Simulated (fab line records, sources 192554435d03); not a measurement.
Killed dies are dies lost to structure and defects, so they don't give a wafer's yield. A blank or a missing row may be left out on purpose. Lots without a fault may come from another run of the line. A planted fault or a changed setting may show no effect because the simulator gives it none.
A struck lot beside a sound one | flow n5_finfet | 39 steps out of a route of 1938
Sound: wafers L635.2, L635.3, L635.6. Struck: wafers L637.1, L637.2, L637.5. The cause comes at the end.
At each step with rows: each side's tool, then ch and its chambers, then its first start. Under that, the readings that differ: sound wafers | struck wafers | difference of the means | sigmas: that difference in standard deviations of wafers without a fault.
alike: readings whose means differ by less than 2 such deviations, and words and numbers that are the same on both sides. not compared: withheld readings, readings that some wafer has no value for, bounds like >300 that may hide the same value, and numbers for which the record gives no deviation and whose values overlap.
The two part at a step that has a row with sigmas, a row that says differs or no value, or rows on one side only. Numbers that don't overlap but have no deviation are shown without sigmas and don't part them. A reading that every wafer of one side lacks parts them only if that side has two wafers or more.

first, 11 steps without rows for these wafers: N5_MOL_CONTACT_COAG_STRIP_96 (strips in N2/H2); N5_MOL_CONTACT_COAG_ETCH_47 (etches SiNx in CH3F/O2, stops on W, target depth 27 nm); N5_MOL_CONTACT_COAG_STRIP_119 (strips in N2/H2, time 30 s); N5_MOL_CONTACT_COAG_PRECLEAN_144 (cleans in alkaline clean, time 60 s); N5_MOL_CONTACT_COAG_SRD_145 (time 30 s); N5_MOL_CONTACT_COAG_COAT_62 (time 60 s, resist thk 60 nm); N5_MOL_CONTACT_COAG_COAT_63 (time 60 s, resist thk 10 nm); N5_MOL_CONTACT_COAG_COAT_64 (time 60 s, resist thk 10 nm); N5_MOL_CONTACT_COAG_COAT_34 (resist thk 40 nm); N5_MOL_CONTACT_COAG_EBR_36; N5_MOL_CONTACT_COAG_SOFTBAKE_35 (time 60 s).
N5_MOL_CONTACT_COAG_EXPOSE_37: exposes mask VD, defocus 0 nm.
  sound on euv_scanner-02 ch 0, day 7 05:58; struck on euv_scanner-02 ch 0, day 7 11:45
  reading              | sound          | struck         | difference | sigmas
  exposure_dose_mJ_cm2 | 63.5 63.5 63.4 | 68.3 68.3 68.3 | +4.8       | +6
  alike: mask
then, 2 steps without rows for these wafers: N5_MOL_CONTACT_COAG_PEB_38 (peb time 60 s); N5_MOL_CONTACT_COAG_DEVELOP_39 (develop time 30 s).
N5_MOL_CONTACT_COAG_CD_MEAS_40: target cd 25.1 nm.
  sound on cd_sem-02 ch 0, day 7 06:06; struck on cd_sem-02 ch 0, day 7 11:54
  reading    | sound             | struck            | difference | sigmas
  cd_nm (nm) | 25.52 24.89 25.23 | 26.22 26.67 26.07 | +1.11      | +4
then, 22 steps without rows for these wafers: N5_MOL_CONTACT_COAG_DESCUM_45 (chemistry O2, time 7 s); N5_MOL_CONTACT_COAG_ETCH_65 (etches underlayer in N2/H2, target depth 13 nm, time 10.4 s); N5_MOL_CONTACT_COAG_ETCH_66 (etches SiARC in CF4, target depth 13 nm, time 21.7 s); N5_MOL_CONTACT_COAG_ALD_133 (deposits SiO2, target thk 5 nm, pulse time 1 s, co reactant pulse time 1 s); N5_MOL_CONTACT_COAG_ETCHBACK_134 (etches SiO2 in CHF3, target depth 10 nm, time 6.7 s); N5_MOL_CONTACT_COAG_ETCH_67 (etches SOC in N2/H2, target depth 60 nm, overetch 21 nm, time 101.2 s); N5_MOL_CONTACT_COAG_STRIP_68 (strips in N2/H2); N5_MOL_CONTACT_COAG_STRIP_69 (strips in N2/H2); N5_MOL_CONTACT_COAG_ETCHBACK_136 (etches SiO2 in CHF3, target depth 25 nm, time 16.7 s); N5_MOL_CONTACT_COAG_STRIP_120 (strips in CHF3); N5_MOL_CONTACT_COAG_VIA_ETCH_117 (etches SiO2 in C4F6/O2, target depth 40 nm, overetch 8 nm, time 26 s); N5_MOL_CONTACT_COAG_ETCH_124 (etches SiNx in CH3F/O2, stops on SiOC, target depth 6.5 nm); N5_MOL_CONTACT_COAG_ETCH_48 (etches SiOC in C4F6/O2, target depth 15 nm, overetch 4.5 nm, time 17 s); N5_MOL_CONTACT_COAG_STRIP_72 (strips in N2/H2); N5_MOL_CONTACT_COAG_STRIP_49 (strips in N2/H2, time 30 s); N5_MOL_CONTACT_COAG_PRECLEAN_138 (cleans in alkaline clean, time 60 s); N5_MOL_CONTACT_COAG_SRD_139 (time 30 s); N5_MOL_CONTACT_COAG_PRE_CLEAN_121; N5_MOL_CONTACT_COAG_CVD_140 (deposits W, target thk 66.5 nm, time 215 s); N5_MOL_CONTACT_COAG_PRECLEAN_127 (cleans in DIW, time 57.5 s); N5_MOL_CONTACT_COAG_SRD_128 (dry time 32 s); N5_MOL_CONTACT_COAG_CMP_52 (polishes, stops on SiO2, t overpolish 1.5 s, target thk 66.5 nm).
-- the record jumps here: 3 days lie between the struck wafers' starts before and after (it left off in module MOL_CONTACT_COAG and takes up again in module BEOL_M4, whose first step shown is number 1111 of the route) --
N5_BEOL_M4_RC_MEAS_101:
  sound on prober-01 ch 0, day 10 06:04; struck on prober-01 ch 0, day 10 09:22
  reading            | sound          | struck         | difference | sigmas
  CJ_N               | 4.32 4.33 4.27 | 1.89 1.82 1.90 | -2.44      | -26
  DIBL_N (mV/V)      | 38.3 34.8 34.6 | 54.0 41.0 48.8 | +12.0      | +5
  IOFF_N (nA/um)     | 0.18 0.12 0.11 | 1.45 0.29 0.80 | +0.71      | +15
  IOFF_N_85C (nA/um) | 3.4 2.4 2.3    | 20.2 5.2 12.4  | +9.9       | +13
  RS_PWELL (ohm/sq)  | 3011 3019 3025 | 3171 3155 3169 | +147       | +6
  SS_N (mV/dec)      | 71.4 71.0 70.5 | 91.4 75.2 85.5 | +13.1      | +18
  alike: DIBL_P, IOFF_P, ION_N, ION_P, SS_P, VT_N, VT_P
-- the record jumps here: 5 days lie between the struck wafers' starts before and after (it left off in module BEOL_M4 and takes up again in module PASSIVATION, whose first step shown is number 1936 of the route) --
N5_PASSIVATION_PROBE_49:
  sound on prober-01, day 15 07:57; struck on prober-02, day 15 07:00
  reading                | sound          | struck        | difference | sigmas
  sort_bin_4_leakage (%) | 0 0 0          | 91.7 0.2 89.8 | +60.6      | +99 or more
  sort_n_pass            | 1077 1095 1101 | 0 1079 7      | -729       | -46
  sort_yield_pct (%)     | 91.3 92.8 93.3 | 0 91.4 0.6    | -62        | -44
  alike: defect_limited_yield, killed_at_M0_to_M3, killed_at_M4_up, killed_at_contacts, killed_at_front_end, killed_at_other, killed_dies, killed_open, killed_short, sort_bin_5_function, sort_bin_6_memory

WHERE THEY PART
First at N5_MOL_CONTACT_COAG_EXPOSE_37; last, within this record, at N5_PASSIVATION_PROBE_49.

WHY: what the simulator had put in
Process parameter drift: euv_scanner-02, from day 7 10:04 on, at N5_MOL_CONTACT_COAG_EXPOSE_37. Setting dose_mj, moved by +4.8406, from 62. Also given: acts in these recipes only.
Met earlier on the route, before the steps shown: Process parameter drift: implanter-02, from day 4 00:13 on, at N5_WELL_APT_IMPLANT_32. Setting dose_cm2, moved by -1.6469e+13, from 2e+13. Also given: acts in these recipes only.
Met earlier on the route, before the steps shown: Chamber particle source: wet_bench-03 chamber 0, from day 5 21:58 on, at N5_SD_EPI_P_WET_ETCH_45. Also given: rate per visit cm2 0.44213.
